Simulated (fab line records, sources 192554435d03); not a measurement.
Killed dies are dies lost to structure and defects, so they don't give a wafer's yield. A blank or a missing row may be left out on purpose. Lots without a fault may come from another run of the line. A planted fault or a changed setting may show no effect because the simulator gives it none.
One fault seen from 2 desks | flow n5_finfet | each desk has only its own numbers; what lay behind them comes last

THE METROLOGY DESK
What the gauges read, lot by lot, whatever tool the lot ran on: means of the sampled wafers that have a number. A lot is out of limits, marked OUT, if its mean lies more than 4 standard deviations from the usual mean; the brackets give that distance. Of its 11 readings 7 are shown: the one that was out of limits first, and those that lie furthest out on some lot.
Columns: A = IOFF_N at N5_BEOL_M4_RC_MEAS_101, usual 0.154 nA/um; B = IOFF_P at N5_BEOL_M4_RC_MEAS_101, usual 0.21 nA/um; C = ION_N at N5_BEOL_M4_RC_MEAS_101, usual 672 uA/um; D = ION_P at N5_BEOL_M4_RC_MEAS_101, usual 462 uA/um; E = RS_NWELL at N5_BEOL_M4_RC_MEAS_101, usual 1037 ohm/sq; F = VT_N at N5_BEOL_M4_RC_MEAS_101, usual 250.4 mV; G = VT_P at N5_BEOL_M4_RC_MEAS_101, usual -250 mV
lot  | first seen here | A     | B    | C   | D   | E              | F     | G
L716 | day 8 03:09     | 0.165 | 0.24 | 667 | 462 | 1029           | 250.6 | -248
L724 | day 11 06:26    | 0.133 | 0.18 | 662 | 454 | 1395 (+52) OUT | 253.7 | -253
L723 | day 11 07:40    | 0.145 | 0.22 | 669 | 465 | 1398 (+52) OUT | 251.0 | -247
L727 | day 11 12:22    | 0.146 | 0.18 | 666 | 454 | 1032           | 251.6 | -254
L726 | day 11 22:44    | 0.159 | 0.21 | 670 | 460 | 1410 (+54) OUT | 250.4 | -250
L729 | day 12 03:29    | 0.156 | 0.18 | 669 | 453 | 1039           | 250.9 | -256
L732 | day 12 21:00    | 0.149 | 0.24 | 668 | 469 | 1031           | 253.0 | -246
L737 | day 13 12:50    | 0.159 | 0.23 | 680 | 468 | 1044           | 248.3 | -247
L738 | day 14 10:36    | 0.155 | 0.20 | 677 | 459 | 1030           | 250.1 | -251
This desk's finding: out of limits on L723, L724, L726; first on L724, day 11 06:26 (RS_NWELL at N5_BEOL_M4_RC_MEAS_101). In limits: L716, L727, L729, L732, L737, L738.

THE TOOL OWNER'S DESK: implanter-02
The tool's own readings at N5_WELL_APT_IMPLANT_14: means of the sampled wafers that have a number, for each lot that ran on this tool. A lot is out of limits, marked OUT, if its mean lies more than 4 standard deviations from the usual mean; the brackets give that distance.
Columns: A = dose_ions_cm2 at N5_WELL_APT_IMPLANT_14, usual 1.4995e+13; B = faraday_current_uA at N5_WELL_APT_IMPLANT_14, usual 190
lot  | first seen here | A                            | B
L716 | day 1 20:23     | 1.5006e+13                   | 192
L723 | day 3 14:12     | 8.7777e+12 (-99 or more) OUT | 111 (-20) OUT
L724 | day 3 19:50     | 8.7740e+12 (-99 or more) OUT | 112 (-20) OUT
L726 | day 4 08:06     | 8.7750e+12 (-99 or more) OUT | 113 (-19) OUT
L737 | day 7 01:56     | 1.5000e+13                   | 191
L738 | day 7 08:06     | 1.4990e+13                   | 184
This desk's finding: out of limits on L723, L724, L726; first on L723, day 3 14:12 (dose_ions_cm2 at N5_WELL_APT_IMPLANT_14). In limits: L716, L737, L738.

PUT TOGETHER
The tool owner's desk could have raised an alarm at day 3 14:12, on L723, L724, L726.
The metrology desk could have raised an alarm at day 11 06:26, on L723, L724, L726.
Of the lots named, all ran N5_WELL_APT_IMPLANT_14 on implanter-02.

WHAT THE SIMULATOR HAD PUT IN
Process parameter drift: implanter-02, from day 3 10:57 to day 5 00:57, at N5_WELL_APT_IMPLANT_14. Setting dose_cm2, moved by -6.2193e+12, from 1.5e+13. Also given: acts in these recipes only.
Lots struck among those shown: L723, L724, L726.
Hours from the fault's start to each desk's first reading out of limits: the tool owner's desk, 3; the metrology desk, 187.
